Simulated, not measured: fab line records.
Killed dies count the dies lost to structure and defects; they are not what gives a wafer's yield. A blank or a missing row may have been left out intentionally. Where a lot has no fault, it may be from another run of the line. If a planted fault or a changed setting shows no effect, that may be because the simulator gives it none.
Split-lot experiment + flow n5-finfet + 21 wafers read across 7 lots, on a route 1938 steps long

## ABOUT THE SPLIT
At N5_BEOL_M1_COAT_05 (resist thk 30 nm), the setting spin-rpm was moved away from the recipe's 1500 rpm on 4 of the 21 wafers read, by -9.1% to +6.3%. This setting was run at the recipe's value on the other wafers.

## FROM THE SPLIT TO THE READING: what the file shows between them, 7 steps
- N5_BEOL_M1_EBR_07
- N5_BEOL_M1_SOFTBAKE_06: time 60 s
- N5_BEOL_M1_EXPOSE_08: exposes mask M1
- N5_BEOL_M1_PEB_09: peb time 60 s
- N5_BEOL_M1_DEVELOP_10: develop time 30 s
- N5_BEOL_M1_DESCUM_16: chemistry O2, time 7 s
- N5_BEOL_M1_ETCH_74: etches underlayer in N2/H2, target depth 6.5 nm, time 5.2 s

## THE READING
CAR-EUV_of_BEOL_M1_COAT_05.thk-nm (the simulator's own value, which no gauge read), in nm, at N5_BEOL_M1_ETCH_63 (etches SiARC in CF4, target depth 15.6 nm, time 26 s). There is no usual value for it anywhere in the file. The 17 wafers here that ran the recipe average 11.2 nm, standard deviation 0.083 nm.

| wafer  | tool, chamber at the split | spin-rpm as run, rpm | against the recipe | CAR-EUV_of_BEOL_M1_COAT_05.thk-nm, nm | against lot-mates on the recipe |
|--------|----------------------------|----------------------|--------------------|---------------------------------------|---------------------------------|
| L075.2 | litho-track-04, 0          | 1500                 | recipe             | 11.2                                  | -                               |
| L075.6 | litho-track-04, 0          | 1500                 | recipe             | 11.2                                  | -                               |
| L075.3 | litho-track-04, 0          | 1583                 | +5.5%              | 10.4                                  | -0.8                            |
| L076.3 | litho-track-04, 0          | 1500                 | recipe             | 11.2                                  | -                               |
| L076.5 | litho-track-04, 0          | 1500                 | recipe             | 11.2                                  | -                               |
| L076.4 | litho-track-04, 0          | 1594                 | +6.3%              | 10.4                                  | -0.8                            |
| L080.2 | litho-track-05, 0          | 1500                 | recipe             | 11                                    | -                               |
| L080.5 | litho-track-05, 0          | 1363                 | -9.1%              | 12.6                                  | +1.6                            |
| L080.6 | litho-track-05, 0          | 1363                 | -9.1%              | 12.6                                  | +1.6                            |
| L081.2 | litho-track-01, 0          | 1500                 | recipe             | 11.2                                  | -                               |
| L081.5 | litho-track-01, 0          | 1500                 | recipe             | 11.2                                  | -                               |
| L081.6 | litho-track-01, 0          | 1500                 | recipe             | 11.4                                  | -                               |
| L084.3 | litho-track-04, 0          | 1500                 | recipe             | 11.2                                  | -                               |
| L084.5 | litho-track-04, 0          | 1500                 | recipe             | 11.2                                  | -                               |
| L084.6 | litho-track-04, 0          | 1500                 | recipe             | 11.2                                  | -                               |
| L085.2 | litho-track-05, 0          | 1500                 | recipe             | 11.2                                  | -                               |
| L085.5 | litho-track-05, 0          | 1500                 | recipe             | 11.2                                  | -                               |
| L085.3 | litho-track-05, 0          | 1500                 | recipe             | 11                                    | -                               |
| L093.1 | litho-track-05, 0          | 1500                 | recipe             | 11.2                                  | -                               |
| L093.3 | litho-track-05, 0          | 1500                 | recipe             | 11.2                                  | -                               |
| L093.5 | litho-track-05, 0          | 1500                 | recipe             | 11.2                                  | -                               |

THE FIT
A straight line over all 21 wafers: CAR-EUV_of_BEOL_M1_COAT_05.thk-nm changes by -0.148 nm for each +1% of spin-rpm; r = -0.99; the points scatter about the line by 0.086 nm.
The same after taking each lot's own level away (the mean of its wafers on the recipe; 21 wafers): -0.163 nm for each +1%; r = -0.99; scatter 0.081 nm.
According to that fit, moving spin-rpm by its largest amount changes the reading by 1.5 nm.
Across the lots, their own levels run from 11.00 to 11.27 nm, a range of 3.2 times the standard deviation given above.
The two slopes are in agreement: the lot-to-lot level therefore moves the slope only a little.
Check: with one of the wafers moved furthest among these (-9.1%) left out of the fit, the line predicts +1.46 nm for it against its lot-mates. It came out at +1.6 nm against them.

## ADDITIONAL SPLITS CARRIED BY THESE WAFERS
These wafers also went through other splits before the reading. Each is held against what the fit with the lots' levels taken away leaves over:
| other split on the same wafers    | wafers away from the commonest value | r with CAR-EUV_of_BEOL_M1_COAT_05.thk-nm (lot level and that fit taken away) |
|-----------------------------------|--------------------------------------|------------------------------------------------------------------------------|
| N5_BEOL_M0_SAQP_HM_DEP_111 time-s | 5                                    | +0.09                                                                        |
| N5_BEOL_M0_ETCH_109 bias-w        | 7                                    | -0.22                                                                        |

## THE WHOLE CHAIN: every reading that the file lists as answering this split, in the file's order
| step                  | what it does                                         | reading                                                                            | change (the file's fit)               | r (the file's) |
|-----------------------|------------------------------------------------------|------------------------------------------------------------------------------------|---------------------------------------|----------------|
| N5_BEOL_M1_COAT_05    | resist thk 30 nm                                     | CAR-EUV_of_BEOL_M1_COAT_05.thk-nm (the simulator's own value, which no gauge read) | -0.149 nm for each +1% of the setting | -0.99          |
| N5_BEOL_M1_DEVELOP_10 | develop time 30 s                                    | CAR-EUV_of_BEOL_M1_COAT_05.thk-nm (the simulator's own value, which no gauge read) | -0.145 nm for each +1% of the setting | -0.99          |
| N5_BEOL_M1_ETCH_63    | etches SiARC in CF4, target depth 15.6 nm, time 26 s | CAR-EUV_of_BEOL_M1_COAT_05.thk-nm (the simulator's own value, which no gauge read) | -0.157 nm for each +1% of the setting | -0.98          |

## FILE'S OWN FIT
CAR-EUV_of_BEOL_M1_COAT_05.thk-nm changes by -0.157 nm for each +1% of spin-rpm, r = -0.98.
